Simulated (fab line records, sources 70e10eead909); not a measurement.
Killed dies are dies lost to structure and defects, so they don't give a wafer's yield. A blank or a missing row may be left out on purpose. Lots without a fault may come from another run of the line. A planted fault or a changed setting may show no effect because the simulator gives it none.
fab line records | flow nand_harc
record lots=24 wafers=72 last_day=25
route steps=1159 shown A_CHANNEL_HOLE_D1@471 A_CHANNEL_FILL_D1@495 A_STAIRCASE@550
lots that met no fault: from a run of the same line without faults
start_h: hours from the record's first day to the start of the lot's first wafer shown | wait_h: hours since the lot's step before | " the same as in the row above | L1.1+2: a row that stands for several wafers | - no value, or no start given | * or withheld: withheld | < > ~ a bound
route shown NAME@n: a module of which the file shows steps, and the number in the route of the first | usual: mean/standard deviation of fault-free wafers | same: alike in all rows | chamber/n: place in a boat | sites: the reading at each site | _std_site: their standard deviation | _edge_site: outer sites' mean less inner sites' | radius_mm: how far each site lies from the wafer's centre | mask NAME#n: copy n | behind: the tool/chamber that last shaped the wafer | hold: why the lot was held/for how many hours/how that ended | device: the transistor (n, p or np) that didn't switch | end of line: the same wafers' tests at the end of the route | a step without rows: its recipe alone | killed: dies lost to structure and defects at the first sort, not the wafer's yield | map: a wafer's dies, x killed, . not, _ none there
set.NAME: the setting as run; set.NAME@STEP: as run at that earlier step | model.NAME: the simulator's own value behind a step, which no gauge read
steps of the route over a sample of lots; a table a step, a row a wafer
services: from which hour (start_h, from the record's first day; less than 0 if before it) a tool's chamber was out of use, for how many hours, and why
## steps
# step NHARC_A_CHANNEL_HOLE_D1_ETCH_19
# recipe bias_v=1200 source_w=2500 pressure_mtorr=15 time_s=34.5 ar_flow_sccm=375 c4f8_flow_sccm=28.8 o2_flow_sccm=96.2 temp_c=-20 target_depth_a=* chemistry=C4F8/O2/Ar
# usual drypump_motor_current_A=5.82/0.21 showerhead_plenum_p_Torr=3.73/0.16 temp_c=-20.01/0.098 throttle_valve_pct=37.038/0.0085
# same time_s=34.5
# columns lot.wafer tool chamber start_h wait_h drypump_motor_current_A rf_hours_counter_h showerhead_plenum_p_Torr temp_c throttle_valve_pct
L074.1 har_etch-02 0 176.77 0.1 5.63 96 3.93 -19.97 37.036
L074.2 " 1 " " 5.78 96 3.56 -20.09 37.044
L074.6 " 1 " " 5.78 - 3.56 -19.93 37.041
L076.2 har_etch-01 0 181.93 0.1 6.17 195 3.63 -20.03 37.054
L076.1 " 1 " " 5.69 195 3.87 -19.95 37.037
L076.5 " 0 " " 6.17 - 3.63 -20.07 37.040
L075.4 har_etch-02 0 183.55 0.1 5.62 - 3.93 -19.99 37.038
L075.6 " 1 " " 5.79 - 3.56 -19.95 37.040
L075.5 " 0 " " 5.62 - 3.93 -20.02 37.036
L078.2 har_etch-02 1 200.88 0.1 5.80 105 3.56 -20.03 37.039
L078.4 " 1 " " 5.79 - 3.56 -19.99 37.040
L078.3 " 0 " " 5.61 - 3.92 -19.90 37.030
L077.1 har_etch-01 1 201.04 0.1 5.73 202 3.87 -20.08 37.021
L077.6 " 1 " " 5.71 - 3.87 -19.90 37.038
L077.5 " 0 " " 6.20 - 3.63 -20.11 37.029
L079.1 har_etch-02 1 205.45 0.1 5.78 109 3.56 -20.00 37.038
L079.4 " 1 " " 5.80 - 3.56 -20.00 37.023
L079.3 " 0 " " 5.62 - 3.92 -19.80 37.033
L080.3 har_etch-01 1 205.63 0.1 5.74 - 3.86 -20.11 37.026
L080.5 " 1 " " 5.71 - 3.86 -20.25 37.044
L080.6 " 0 " " 6.15 - 3.63 -19.95 37.032
L081.2 har_etch-01 1 216.32 0.1 5.70 210 3.86 -20.13 37.032
L081.4 " 0 " " 6.15 - 3.62 -20.02 37.046
L081.5 " 0 " " 6.18 - 3.62 -19.87 37.041
L083.1 har_etch-02 0 227.73 0.1 5.63 116 3.92 -19.79 37.036
L083.4 " 1 " " 5.79 - 3.55 -20.05 37.050
L083.6 " 1 " " 5.77 - 3.55 -20.05 37.040
L082.1 har_etch-01 1 229.43 0.1 5.71 215 3.86 -20.05 37.033
L082.2 " 0 " " 6.18 215 3.62 -20.02 37.033
L082.3 " 1 " " 5.73 - 3.86 -20.09 37.037
L084.2 har_etch-02 0 231.86 2.3 5.63 120 3.91 -20.16 37.046
L084.4 " 0 " " 5.62 - 3.91 -20.14 37.038
L084.6 " 0 " " 5.62 - 3.91 -20.24 37.022
L085.2 har_etch-02 0 257.44 0.1 5.62 130 3.91 -19.94 37.036
L085.1 " 1 " " 5.77 130 3.54 -20.06 37.035
L085.4 " 1 " " 5.80 - 3.54 -19.93 37.030
L088.4 har_etch-01 1 257.94 0.1 5.71 - 3.85 -20.10 37.035
L088.6 " 1 " " 5.72 - 3.85 -20.14 37.046
L088.5 " 0 " " 6.17 - 3.61 -20.15 37.037
L086.1 har_etch-02 0 265.58 0.1 5.62 134 3.91 -20.04 37.040
L086.4 " 0 " " 5.62 - 3.91 -20.03 37.043
L086.5 " 0 " " 5.63 - 3.91 -19.99 37.052
L090.1 har_etch-01 1 272.10 0.1 5.69 232 3.85 -20.08 37.034
L090.2 " 0 " " 6.17 232 3.61 -19.89 37.038
L090.4 " 0 " " 6.16 - 3.61 -19.93 37.040
L089.2 har_etch-02 0 272.61 0.1 5.64 137 3.90 -19.89 37.033
L089.1 " 1 " " 5.79 137 3.54 -19.80 37.040
L089.5 " 1 " " 5.80 - 3.54 -19.98 37.045
L087.1 har_etch-01 0 276.25 3.3 6.17 236 3.61 -20.03 37.044
L087.2 " 1 " " 5.72 236 3.85 -20.01 37.031
L087.4 " 1 " " 5.70 - 3.85 -20.05 37.044
L091.2 har_etch-02 1 280.12 3.3 5.77 144 3.54 -20.14 37.043
L091.3 " 0 " " 5.62 - 3.90 -20.03 37.035
L091.6 " 0 " " 5.64 - 3.90 -20.11 37.050
L092.1 har_etch-02 1 287.50 0.1 5.80 148 3.53 -20.10 37.026
L092.4 " 1 " " 5.77 - 3.53 -20.05 37.044
L092.3 " 0 " " 5.62 - 3.90 -19.98 37.030
L093.3 har_etch-01 1 288.60 0.1 5.74 - 3.84 -20.01 37.048
L093.5 " 0 " " 6.18 - 3.61 -20.05 37.035
L093.6 " 1 " " 5.73 - 3.84 -20.06 37.045
L095.3 har_etch-02 1 291.71 3.0 5.80 - 3.53 -20.05 37.038
L095.6 " 1 " " 5.81 - 3.53 -19.92 37.041
L095.5 " 0 " " 5.63 - 3.90 -19.75 37.051
L094.2 har_etch-01 0 293.86 0.1 6.18 245 3.60 -19.93 37.033
L094.1 " 1 " " 5.75 245 3.84 -20.03 37.046
L094.6 " 0 " " 6.18 - 3.60 -20.02 37.039
L096.1 har_etch-02 0 312.62 1.2 5.61 161 3.89 -19.83 37.031
L096.2 " 1 " " 5.79 161 3.53 -20.03 37.037
L096.4 " 0 " " 5.62 - 3.89 -19.98 37.027
L097.1 har_etch-01 0 322.00 3.2 6.20 0 3.60 -19.94 37.043
L097.2 " 1 " " 5.71 0 3.84 -20.12 37.030
L097.4 " 0 " " 6.20 - 3.60 -19.83 37.038
# step NHARC_A_CHANNEL_FILL_D1_ALD_15
# recipe target_thk_a=20 pulse_time_s=60 ald_cycles=19 temp_c=630 pressure_torr=2 material=SiNx
# usual precursor_pulse_height_rel=1.002/0.02
# same ald_cycles=19
# columns lot.wafer tool chamber start_h wait_h precursor_pulse_height_rel
L074.1 ald_sin_batch-03 0 - - 1.034
L074.2 " 0 " " 1.006
L074.6 " 0 " " 1.053
L075.4 ald_sin_batch-03 0 - - 0.950
L075.5 " 0 " " 1.012
L075.6 " 0 " " 0.998
L076.1 ald_sin_batch-03 0 - - 0.991
L076.2 " 0 " " 1.022
L076.5 " 0 " " 0.974
L077.1 ald_sin_batch-02 0 - - 0.993
L077.5 " 0 " " 1.012
L077.6 " 0 " " 0.972
L078.2 ald_sin_batch-02 0 - - 0.997
L078.3 " 0 " " 0.985
L078.4 " 0 " " 1.034
L079.1 ald_sin_batch-01 0 - - 1.000
L079.3 " 0 " " 0.992
L079.4 " 0 " " 1.007
L080.3 ald_sin_batch-01 0 - - 0.981
L080.5 " 0 " " 0.993
L080.6 " 0 " " 0.990
L081.2 ald_sin_batch-02 0 - - 0.997
L081.4 " 0 " " 1.020
L081.5 " 0 " " 0.993
L082.1 ald_sin_batch-02 0 - - 1.012
L082.2 " 0 " " 1.018
L082.3 " 0 " " 0.977
L083.1 ald_sin_batch-02 0 - - 1.046
L083.4 " 0 " " 1.029
L083.6 " 0 " " 1.013
L084.2 ald_sin_batch-03 0 - - 1.031
L084.4 " 0 " " 1.006
L084.6 " 0 " " 1.011
L085.1 ald_sin_batch-02 0 - - 1.020
L085.2 " 0 " " 0.986
L085.4 " 0 " " 1.000
L088.4 ald_sin_batch-02 0 - - 1.009
L088.5 " 0 " " 0.990
L088.6 " 0 " " 1.027
L086.1 ald_sin_batch-02 0 - - 0.998
L086.4 " 0 " " 1.008
L086.5 " 0 " " 0.985
L089.1 ald_sin_batch-02 0 - - 1.007
L089.2 " 0 " " 0.995
L089.5 " 0 " " 1.005
L090.1 ald_sin_batch-02 0 - - 1.003
L090.2 " 0 " " 1.015
L090.4 " 0 " " 1.013
L087.1 ald_sin_batch-01 0 - - 1.014
L087.2 " 0 " " 0.976
L087.4 " 0 " " 0.988
L091.2 ald_sin_batch-02 0 - - 0.969
L091.3 " 0 " " 1.015
L091.6 " 0 " " 1.029
L092.1 ald_sin_batch-02 0 - - 0.975
L092.3 " 0 " " 1.010
L092.4 " 0 " " 0.964
L093.3 ald_sin_batch-02 0 - - 1.042
L093.5 " 0 " " 0.996
L093.6 " 0 " " 1.018
L094.1 ald_sin_batch-03 0 - - 1.013
L094.2 " 0 " " 1.011
L094.6 " 0 " " 1.007
L095.3 ald_sin_batch-03 0 - - 1.010
L095.5 " 0 " " 0.988
L095.6 " 0 " " 0.985
L096.1 ald_sin_batch-02 0 - - 1.024
L096.2 " 0 " " 0.986
L096.4 " 0 " " 1.000
L097.1 ald_sin_batch-03 0 341.58 3.3 1.021
L097.2 " 0 " " 1.013
L097.4 " 0 " " 1.012
# step NHARC_A_STAIRCASE_TRIM_14
# recipe time_s=211.2 o2_flow_sccm=500 ar_flow_sccm=0 bias_w=0 chemistry=O2
# usual drypump_motor_current_A=5.8/0.37 oes_product_au=1.002/0.0099 rf_vpp_V=57.8/0.9 showerhead_plenum_p_Torr=3.49/0.12 throttle_valve_pct=17.036/0.0089
# same time_s=211.2
# columns lot.wafer tool chamber start_h wait_h drypump_motor_current_A oes_product_au rf_hours_counter_h rf_vpp_V showerhead_plenum_p_Torr throttle_valve_pct
L074.1 rie_diel-02 0 - - 6.3 0.984 28 57.9 3.44 17.031
L074.2 " 2 " " 5.6 1.009 32 58.6 3.45 17.033
L074.6 " 3 " " 6.5 0.992 - 57.0 3.28 17.035
L076.1 rie_diel-02 0 - - 6.3 0.988 29 57.4 3.44 17.044
L076.2 " 2 " " 5.7 1.007 32 57.7 3.45 17.029
L076.5 " 0 " " 6.3 0.981 - 57.2 3.44 17.041
L075.4 rie_diel-03 3 - - 5.7 0.983 8 56.7 3.40 17.042
L075.6 " 1 " " 5.7 1.004 - 57.9 3.56 17.025
L075.5 " 2 " " 5.9 0.994 - 57.7 3.67 17.048
L078.4 rie_diel-02 1 - - 5.1 1.016 33 56.8 3.28 17.032
L078.3 " 2 " " 5.7 0.997 37 58.9 3.44 17.031
L078.2 " 3 " " 6.5 0.995 36 57.8 3.28 17.031
L077.1 rie_diel-02 2 - - 5.7 1.014 37 55.3 3.44 17.037
L077.6 " 3 " " 6.5 0.992 - 56.7 3.28 17.026
L077.5 " 0 " " 6.3 0.998 - 57.5 3.44 17.026
L079.3 rie_diel-02 1 - - 5.1 1.012 36 57.5 3.28 17.044
L079.1 " 2 " " 5.7 1.017 40 57.9 3.44 17.043
L079.4 " 0 " " 6.3 0.994 36 58.4 3.44 17.045
L080.3 rie_diel-11 3 - - 5.5 0.999 25 56.9 3.58 17.059
L080.6 " 3 " " 5.5 0.994 - 56.9 3.58 17.040
L080.5 " 0 " " 6.1 1.010 - 58.4 3.57 17.034
L081.4 rie_diel-02 0 - - 6.2 0.994 40 58.6 3.44 17.033
L081.2 " 3 " " 6.5 1.000 44 57.7 3.27 17.040
L081.5 " 0 " " 6.3 1.000 - 56.5 3.44 17.040
L082.3 rie_diel-11 3 - - 5.5 1.002 32 58.3 3.58 17.044
L082.2 " 0 " " 6.1 1.004 25 58.6 3.56 17.036
L082.1 " 1 " " 5.8 0.999 31 57.2 3.57 17.053
L083.4 rie_diel-02 0 - - 6.3 0.978 44 59.1 3.43 17.023
L083.1 " 1 " " 5.1 1.009 45 56.5 3.28 17.042
L083.6 " 3 " " 6.5 0.995 - 57.1 3.27 17.032
L084.4 rie_diel-02 1 - - 5.1 1.008 47 56.5 3.28 17.014
L084.2 " 2 " " 5.6 1.013 51 57.4 3.44 17.038
L084.6 " 0 " " 6.3 0.985 - 58.0 3.43 17.044
L088.4 rie_diel-11 2 - - 5.4 1.010 43 58.5 3.67 17.032
L088.5 " 0 " " 6.1 0.998 - 58.0 3.56 17.034
L088.6 " 1 " " 5.9 0.996 - 58.1 3.56 17.020
L085.2 rie_diel-11 3 - - 5.5 0.991 45 58.9 3.57 17.039
L085.4 " 1 " " 5.9 1.007 41 57.3 3.56 17.038
L085.1 " 2 " " 5.4 1.018 43 59.3 3.67 17.019
L086.1 rie_diel-11 3 - - 5.5 1.004 46 57.8 3.57 17.037
L086.4 " 1 " " 5.9 1.000 42 58.9 3.56 17.032
L086.5 " 0 " " 6.1 1.007 - 59.1 3.56 17.049
L089.1 rie_diel-11 3 - - 5.5 0.998 48 57.0 3.57 17.035
L089.2 " 0 " " 6.1 1.001 37 57.7 3.56 17.031
L089.5 " 3 " " 5.5 0.992 - 58.8 3.57 17.044
L090.1 rie_diel-11 2 - - 5.4 1.005 49 59.1 3.67 17.029
L090.2 " 0 " " 6.1 1.005 38 56.1 3.56 17.046
L090.4 " 1 " " 5.8 1.001 46 58.7 3.56 17.047
L087.4 rie_diel-03 2 - - 5.9 0.978 38 56.4 3.65 17.030
L087.1 " 0 " " 5.9 1.002 38 56.6 3.52 17.026
L087.2 " 1 " " 5.7 1.011 35 56.7 3.55 17.022
L091.3 rie_diel-03 1 - - 5.7 1.005 37 57.6 3.54 17.031
L091.2 " 2 " " 5.9 0.998 40 59.1 3.65 17.051
L091.6 " 0 " " 5.9 1.008 - 57.2 3.51 17.048
L092.3 rie_diel-11 2 - - 5.4 1.006 56 56.6 3.66 17.038
L092.1 " 0 " " 6.1 0.997 46 57.7 3.55 17.043
L092.4 " 1 " " 5.8 0.995 53 57.3 3.55 17.033
L093.3 rie_diel-03 1 - - 5.6 1.002 41 57.1 3.54 17.055
L093.5 " 0 " " 5.9 0.998 - 58.4 3.51 17.024
L093.6 " 1 " " 5.6 1.009 - 58.2 3.54 17.038
L095.3 rie_diel-03 1 - - 5.7 1.004 42 57.1 3.54 17.043
L095.6 " 0 " " 5.9 1.002 - 58.9 3.51 17.033
L095.5 " 1 " " 5.7 1.008 - 58.2 3.54 17.028
L094.1 rie_diel-11 1 - - 5.8 1.008 55 57.5 3.55 17.034
L094.2 " 2 " " 5.4 1.015 58 57.9 3.66 17.035
L094.6 " 0 " " 6.1 1.019 - 58.7 3.55 17.034
L096.2 rie_diel-03 0 - - 5.9 1.020 50 57.1 3.51 17.026
L096.1 " 1 " " 5.6 1.013 50 57.0 3.54 17.041
L096.4 " 3 " " 5.7 1.007 54 56.5 3.37 17.044
L097.4 rie_diel-03 2 - - 5.9 0.988 57 59.5 3.64 17.032
L097.1 " 3 " " 5.7 0.994 58 57.3 3.37 17.043
L097.2 " 0 " " 5.9 1.005 55 58.7 3.51 17.043
# step NHARC_A_STAIRCASE_ETCH_25
# recipe target_depth_a=1000 time_s=40.5 ion_energy_ev=400 c4f8_flow_sccm=20 o2_flow_sccm=10 ar_flow_sccm=withheld rf_w=600 bias_w=1000 chemistry=C4F8/O2
# usual oes_product_au=0.945/0.013 rf_vpp_V=895/4.4
# same time_s=40.5
# columns lot.wafer tool chamber start_h wait_h oes_product_au rf_hours_counter_h rf_vpp_V
L074.2 rie_diel-11 1 - - 0.942 18 898
L074.1 " 3 " " 0.935 18 898
L074.6 " 1 " " 0.946 - 898
L076.2 rie_diel-03 2 - - 0.943 6 900
L076.1 " 3 " " 0.934 8 892
L076.5 " 1 " " 0.945 - 896
L075.4 rie_diel-02 2 - - 0.968 33 892
L075.5 " 1 " " 0.953 - 887
L075.6 " 2 " " 0.967 - 892
L078.4 rie_diel-11 3 - - 0.951 24 897
L078.3 " 0 " " 0.954 16 897
L078.2 " 2 " " 0.953 23 901
L077.1 rie_diel-02 2 - - 0.951 39 894
L077.6 " 1 " " 0.974 - 886
L077.5 " 2 " " 0.955 - 892
L079.4 rie_diel-02 3 - - 0.938 42 886
L079.1 " 0 " " 0.937 38 892
L079.3 " 2 " " 0.944 42 894
L080.3 rie_diel-02 0 - - 0.930 38 893
L080.5 " 0 " " 0.936 - 894
L080.6 " 1 " " 0.956 - 887
L081.4 rie_diel-11 2 - - 0.964 28 900
L081.2 " 3 " " 0.945 29 898
L081.5 " 1 " " 0.929 - 896
L082.3 rie_diel-11 0 - - 0.946 25 898
L082.2 " 2 " " 0.959 31 901
L082.1 " 3 " " 0.939 33 899
L083.1 rie_diel-02 1 - - 0.957 45 887
L083.4 " 3 " " 0.946 49 886
L083.6 " 1 " " 0.959 - 887
L084.2 rie_diel-02 2 - - 0.932 52 892
L084.4 " 3 " " 0.941 51 886
L084.6 " 2 " " 0.935 - 893
L088.4 rie_diel-11 2 - - 0.955 43 900
L088.6 " 1 " " 0.955 - 897
L088.5 " 2 " " 0.964 - 902
L085.1 rie_diel-03 0 - - 0.935 32 893
L085.4 " 1 " " 0.940 29 896
L085.2 " 2 " " 0.947 32 900
L086.4 rie_diel-02 0 - - 0.931 58 892
L086.1 " 3 " " 0.938 60 886
L086.5 " 1 " " 0.952 - 885
L089.1 rie_diel-03 1 - - 0.955 36 896
L089.2 " 0 " " 0.936 39 894
L089.5 " 2 " " 0.925 - 900
L090.4 rie_diel-03 2 - - 0.916 39 901
L090.1 " 3 " " 0.910 43 890
L090.2 " 0 " " 0.929 39 896
L087.1 rie_diel-11 0 - - 0.935 41 897
L087.4 " 1 " " 0.942 48 897
L087.2 " 3 " " 0.952 53 897
L091.2 rie_diel-03 3 - - 0.940 44 890
L091.3 " 1 " " 0.950 38 896
L091.6 " 0 " " 0.950 - 896
L092.1 rie_diel-11 3 - - 0.954 58 898
L092.3 " 0 " " 0.958 46 895
L092.4 " 1 " " 0.944 54 898
L093.3 rie_diel-11 1 - - 0.940 54 897
L093.5 " 3 " " 0.929 - 897
L093.6 " 0 " " 0.942 - 898
L095.3 rie_diel-03 0 - - 0.954 45 896
L095.5 " 0 " " 0.954 - 895
L095.6 " 1 " " 0.951 - 896
L094.2 rie_diel-11 3 - - 0.935 60 897
L094.1 " 1 " " 0.948 56 897
L094.6 " 2 " " 0.962 - 900
L096.2 rie_diel-03 1 - - 0.952 50 897
L096.1 " 3 " " 0.925 55 890
L096.4 " 0 " " 0.958 51 897
L097.2 rie_diel-11 3 - - 0.938 3 898
L097.1 " 1 " " 0.970 3 896
L097.4 " 2 " " 0.959 3 900
# step NHARC_A_STAIRCASE_TRIM_189
# recipe time_s=211.2 o2_flow_sccm=500 ar_flow_sccm=0 bias_w=0 chemistry=O2
# usual drypump_motor_current_A=5.8/0.32 oes_product_au=1.000/0.0092 rf_vpp_V=57.9/0.82 showerhead_plenum_p_Torr=3.55/0.11 throttle_valve_pct=17.037/0.009
# same time_s=211.2
# columns lot.wafer tool chamber start_h wait_h drypump_motor_current_A oes_product_au rf_hours_counter_h rf_vpp_V showerhead_plenum_p_Torr throttle_valve_pct
L076.1 rie_diel-03 2 - - 5.9 1.000 6 58.1 3.67 17.041
L076.2 " 3 " " 5.7 0.990 9 57.9 3.40 17.049
L076.5 " 1 " " 5.7 1.004 - 58.2 3.56 17.029
L074.2 rie_diel-02 1 - - 5.1 1.009 30 56.5 3.28 17.061
L074.1 " 2 " " 5.7 1.009 34 57.1 3.44 17.037
L074.6 " 0 " " 6.3 0.993 - 57.1 3.44 17.039
L075.4 rie_diel-11 2 - - 5.4 1.006 19 58.1 3.68 17.038
L075.6 " 1 " " 5.9 1.004 - 57.7 3.57 17.015
L075.5 " 2 " " 5.4 1.018 - 57.9 3.68 17.033
L078.3 rie_diel-02 3 - - 6.5 1.004 39 57.4 3.28 17.038
L078.4 " 1 " " 5.1 1.011 36 57.2 3.28 17.042
L078.2 " 2 " " 5.7 1.008 39 58.8 3.44 17.020
L077.1 rie_diel-11 1 - - 5.8 1.005 25 58.4 3.57 17.035
L077.5 " 1 " " 5.8 1.002 - 58.8 3.57 17.029
L077.6 " 2 " " 5.4 1.012 - 57.6 3.68 17.034
L079.4 rie_diel-02 0 - - 6.3 0.996 39 58.6 3.44 17.032
L079.1 " 1 " " 5.1 1.019 39 58.7 3.28 17.027
L079.3 " 2 " " 5.6 1.005 43 57.1 3.44 17.040
L080.3 rie_diel-11 1 - - 5.8 0.989 28 58.7 3.57 17.033
L080.6 " 1 " " 5.9 0.993 - 58.2 3.57 17.038
L080.5 " 2 " " 5.4 0.994 - 58.4 3.68 17.022
L081.4 rie_diel-11 2 - - 5.4 1.018 28 57.9 3.68 17.043
L081.2 " 3 " " 5.5 0.996 30 57.4 3.58 17.036
L081.5 " 2 " " 5.4 1.017 - 57.8 3.68 17.048
L082.2 rie_diel-11 3 - - 5.5 0.991 33 57.9 3.58 17.018
L082.3 " 0 " " 6.1 0.990 25 57.3 3.56 17.021
L082.1 " 1 " " 5.8 0.989 32 57.8 3.57 17.052
L083.4 rie_diel-03 0 - - 5.8 1.001 22 58.3 3.52 17.031
L083.1 " 1 " " 5.7 0.993 19 58.3 3.55 17.037
L083.6 " 1 " " 5.7 0.996 - 58.7 3.55 17.042
L084.4 rie_diel-03 3 - - 5.7 0.987 26 57.5 3.39 17.050
L084.2 " 0 " " 5.9 1.015 24 59.7 3.52 17.022
L084.6 " 3 " " 5.7 0.994 - 57.7 3.39 17.043
L088.4 rie_diel-03 0 - - 5.9 0.996 31 58.8 3.52 17.050
L088.6 " 2 " " 5.9 0.978 - 58.1 3.66 17.044
L088.5 " 3 " " 5.7 0.995 - 57.0 3.38 17.035
L085.1 rie_diel-11 1 - - 5.9 0.996 42 57.1 3.56 17.042
L085.4 " 3 " " 5.5 1.000 45 58.0 3.57 17.044
L085.2 " 0 " " 6.1 1.011 35 58.1 3.56 17.048
L086.1 rie_diel-11 2 - - 5.4 1.014 46 57.8 3.67 17.034
L086.4 " 0 " " 6.1 1.002 36 59.6 3.56 17.052
L086.5 " 1 " " 5.8 0.988 - 59.7 3.56 17.030
L089.2 rie_diel-11 3 - - 5.5 0.996 53 59.0 3.57 17.040
L089.1 " 0 " " 6.1 1.005 41 57.0 3.55 17.030
L089.5 " 1 " " 5.8 1.002 - 56.4 3.56 17.035
L090.4 rie_diel-03 2 - - 5.9 0.987 40 57.4 3.65 17.035
L090.2 " 3 " " 5.7 0.988 43 58.1 3.38 17.048
L090.1 " 1 " " 5.7 1.008 37 59.1 3.54 17.026
L087.4 rie_diel-11 0 - - 6.1 0.983 42 59.0 3.55 17.043
L087.1 " 1 " " 5.9 1.005 49 57.6 3.56 17.049
L087.2 " 2 " " 5.4 1.007 53 58.6 3.66 17.039
L091.2 rie_diel-03 0 - - 5.9 0.997 41 57.6 3.51 17.029
L091.3 " 1 " " 5.7 1.011 38 57.4 3.54 17.026
L091.6 " 0 " " 5.9 1.017 - 58.2 3.51 17.044
L092.3 rie_diel-11 0 - - 6.1 0.993 47 58.3 3.55 17.044
L092.4 " 1 " " 5.8 0.986 54 57.8 3.55 17.042
L092.1 " 2 " " 5.4 0.999 58 56.6 3.66 17.030
L093.3 rie_diel-03 0 - - 5.9 1.002 45 57.7 3.51 17.044
L093.5 " 0 " " 5.9 0.998 - 57.3 3.51 17.034
L093.6 " 1 " " 5.7 1.007 - 56.5 3.54 17.039
L095.3 rie_diel-11 0 - - 6.1 1.003 49 58.8 3.55 17.025
L095.6 " 2 " " 5.4 1.011 - 58.2 3.66 17.023
L095.5 " 3 " " 5.5 0.993 - 57.7 3.56 17.039
L094.2 rie_diel-11 1 - - 5.8 0.997 57 57.4 3.55 17.045
L094.1 " 0 " " 6.1 1.013 50 58.4 3.55 17.027
L094.6 " 2 " " 5.4 1.005 - 57.9 3.66 17.038
L096.2 rie_diel-02 0 - - 6.3 0.990 13 58.6 3.42 17.035
L096.4 " 1 " " 5.1 1.003 14 58.6 3.80 17.032
L096.1 " 2 " " 5.6 0.999 15 58.1 3.42 17.031
L097.2 rie_diel-11 0 - - 6.1 1.013 3 57.9 3.54 17.032
L097.1 " 1 " " 5.8 0.995 4 57.5 3.55 17.039
L097.4 " 2 " " 5.4 1.002 4 57.9 3.66 17.024
# step NHARC_A_STAIRCASE_STRIP_238
# recipe power_w=1500 temp_c=250 chemistry=O2
# usual drypump_motor_current_A=5.6/0.44 heater_power_w=306/17 temp_c=250.01/0.17
# columns lot.wafer tool chamber start_h wait_h drypump_motor_current_A heater_power_w rf_hours_counter_h temp_c
L076.1 plasma_asher-01 1 252.13 0.1 5.4 339 50 250.20
L076.2 " 0 " " 5.7 296 50 250.11
L076.5 " 1 " " 5.5 332 - 249.89
L074.1 plasma_asher-02 1 252.66 0.1 6.2 312 19 250.12
L074.2 " 0 " " 5.2 299 19 249.91
L074.6 " 0 " " 5.2 285 - 249.90
L075.4 plasma_asher-01 0 253.55 0.2 5.7 288 - 249.89
L075.6 " 1 " " 5.4 332 - 249.88
L075.5 " 0 " " 5.7 291 - 250.23
L077.1 plasma_asher-02 0 270.34 0.1 5.1 285 25 250.24
L077.6 " 0 " " 5.1 280 - 250.42
L077.5 " 1 " " 6.2 319 - 250.05
L078.2 plasma_asher-02 0 270.61 0.1 5.2 281 25 249.90
L078.3 " 0 " " 5.1 285 - 250.22
L078.4 " 1 " " 6.2 322 - 249.99
L080.3 plasma_asher-02 1 276.78 0.4 6.2 310 - 249.62
L080.6 " 1 " " 6.2 314 - 249.79
L080.5 " 0 " " 5.1 288 - 249.90
L079.1 plasma_asher-02 1 276.97 0.1 6.2 311 29 250.25
L079.3 " 1 " " 6.2 310 - 249.81
L079.4 " 0 " " 5.1 282 - 250.17
L081.2 plasma_asher-02 0 282.54 0.1 5.1 288 31 250.21
L081.4 " 1 " " 6.2 315 - 249.90
L081.5 " 0 " " 5.1 287 - 250.06
L082.2 plasma_asher-02 1 296.42 0.1 6.3 317 37 249.91
L082.1 " 0 " " 5.1 291 37 249.76
L082.3 " 0 " " 5.1 284 - 249.71
L083.1 plasma_asher-01 0 296.47 0.1 5.7 302 4 250.09
L083.4 " 0 " " 5.7 304 - 250.01
L083.6 " 1 " " 5.5 328 - 249.82
L084.2 plasma_asher-02 0 302.08 0.1 5.2 278 38 250.18
L084.4 " 0 " " 5.1 283 - 250.29
L084.6 " 1 " " 6.2 325 - 249.88
L088.4 plasma_asher-02 1 325.19 0.2 6.2 314 - 249.90
L088.6 " 0 " " 5.1 288 - 250.08
L088.5 " 1 " " 6.2 317 - 250.17
L085.2 plasma_asher-01 1 329.41 0.2 5.5 329 13 249.84
L085.1 " 0 " " 5.7 297 13 249.90
L085.4 " 0 " " 5.7 306 - 250.13
L086.1 plasma_asher-02 0 336.99 0.1 5.1 284 48 250.12
L086.4 " 0 " " 5.1 288 - 249.96
L086.5 " 0 " " 5.1 286 - 249.75
L089.2 plasma_asher-02 0 343.94 0.1 5.1 296 51 250.41
L089.1 " 1 " " 6.2 327 51 249.84
L089.5 " 1 " " 6.2 319 - 249.77
L090.2 plasma_asher-02 0 344.30 0.1 5.2 287 51 250.11
L090.1 " 1 " " 6.2 320 51 249.93
L090.4 " 1 " " 6.2 324 - 249.98
L087.1 plasma_asher-01 1 345.55 0.1 5.5 324 20 250.11
L087.2 " 0 " " 5.7 297 20 249.96
L087.4 " 1 " " 5.4 327 - 250.00
L091.2 plasma_asher-01 0 348.53 0.2 5.7 304 22 249.97
L091.3 " 0 " " 5.7 302 - 249.88
L091.6 " 1 " " 5.4 330 - 250.22
L092.1 plasma_asher-02 1 356.80 0.1 6.2 315 55 249.90
L092.4 " 0 " " 5.1 291 - 250.20
L092.3 " 1 " " 6.2 309 - 250.06
L093.3 plasma_asher-02 1 357.19 0.2 6.2 306 - 250.09
L093.5 " 1 " " 6.2 317 - 250.35
L093.6 " 0 " " 5.1 288 - 249.86
L095.3 plasma_asher-01 0 361.68 0.2 5.7 295 - 250.30
L095.5 " 1 " " 5.4 324 - 249.97
L095.6 " 0 " " 5.7 299 - 250.16
L094.1 plasma_asher-01 1 362.50 0.6 5.4 332 27 249.89
L094.2 " 0 " " 5.7 302 27 250.08
L094.6 " 1 " " 5.4 321 - 250.10
L096.1 plasma_asher-01 1 384.90 0.3 5.5 333 35 250.08
L096.2 " 0 " " 5.7 303 35 249.93
L096.4 " 1 " " 5.5 323 - 250.11
L097.2 plasma_asher-02 1 391.99 0.1 6.2 332 6 249.92
L097.1 " 0 " " 5.1 304 6 249.69
L097.4 " 0 " " 5.1 306 - 250.13
## services
# columns tool chamber start_h hours kind
rie_diel-11 - 153.86 0.4 repair
rie_diel-11 0 171.42 - clean
rie_diel-11 1 171.42 - clean
rie_diel-11 2 171.42 - clean
plasma_asher-02 - 183.75 9.0 pm
rie_diel-11 2 188.43 10.9 repair
rie_diel-11 - 191.53 9.0 pm
rie_diel-03 - 215.40 9.0 pm
rie_diel-11 0 223.77 14.4 repair
rie_diel-03 2 233.58 4.2 repair
rie_diel-03 0 259.93 7.7 repair
rie_diel-03 1 267.17 12.7 repair
rie_diel-11 - 272.47 0.4 repair
plasma_asher-01 - 276.20 9.0 pm
har_etch-02 - 302.23 5.8 repair
har_etch-01 - 305.00 17.0 pm
ald_sin_batch-03 - 314.00 26.0 pm
rie_diel-02 - 328.06 9.0 pm
rie_diel-11 - 339.93 0.7 repair
har_etch-02 - 354.44 2.6 repair
plasma_asher-02 - 360.96 9.0 pm
rie_diel-03 1 362.93 8.5 repair
rie_diel-11 - 368.53 9.0 pm
plasma_asher-02 - 373.73 1.6 repair
## key
fault none
